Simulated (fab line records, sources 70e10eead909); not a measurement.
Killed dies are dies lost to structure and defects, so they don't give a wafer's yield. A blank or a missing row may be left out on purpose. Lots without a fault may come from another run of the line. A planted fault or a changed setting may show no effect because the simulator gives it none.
Chamber matching | flow nand_harc | NHARC_P_BONDPAD_CMP_32 on cmp-01: 4 sister chambers
The step polishes SiCN, target thk 200 nm. 8 wafers are shown with their chamber, then 9 later ones without.

WAFERS WITH THEIR CHAMBER
wafer  | chamber | motor_current_A (A)
L083.1 | 3       | 13.5
L083.6 | 2       | 12.7
L090.1 | 0       | 12.2
L090.3 | 3       | 12.8
L090.6 | 0       | 11.3
L091.4 | 1       | 12.3
L091.5 | 1       | 12.4
L091.6 | 2       | 12.4

WAFERS WITHOUT THEIR CHAMBER
wafer  | motor_current_A (A)
L092.3 | 12.3
L092.4 | 12.9
L092.6 | 12.3
L094.1 | 13.2
L094.2 | 12.2
L094.5 | 11.5
L097.3 | 13.5
L097.4 | 12.2
L097.6 | 11.3

WHICH CHAMBER EACH WENT THROUGH
wafer  | from the rows above               | in truth
L092.3 | can't be placed: 1 or 2 or 0 or 3 | 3
L092.4 | can't be placed: 3 or 2 or 1      | 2
L092.6 | can't be placed: 1 or 2 or 0 or 3 | 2
L094.1 | can't be placed: 3 or 2 or 1      | 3
L094.2 | can't be placed: 1 or 2 or 0 or 3 | 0
L094.5 | can't be placed: 0 or 1 or 2      | 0
L097.3 | can't be placed: 3 or 2 or 1      | 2
L097.4 | can't be placed: 1 or 2 or 0 or 3 | 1
L097.6 | can't be placed: 0 or 1 or 2      | 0
Placed correctly: 0 of 9. Can't be placed from these rows: 9 (the true chamber is among the candidates in 9). Placed wrongly: 0.
How it was worked out, from the rows above alone: a wafer's distance from a chamber is the root of the sum, over the readings, of the square of ((its reading less the chamber's mean) divided by the reading's scatter). The wafer belongs to the nearest chamber; if the next one is less than 2 further off, it can't be placed. A chamber's mean is the mean of its shown wafers. The scatter: the root of (the sum of the squares of (reading less its chamber's mean) over the shown wafers, divided by (wafers less chambers)).
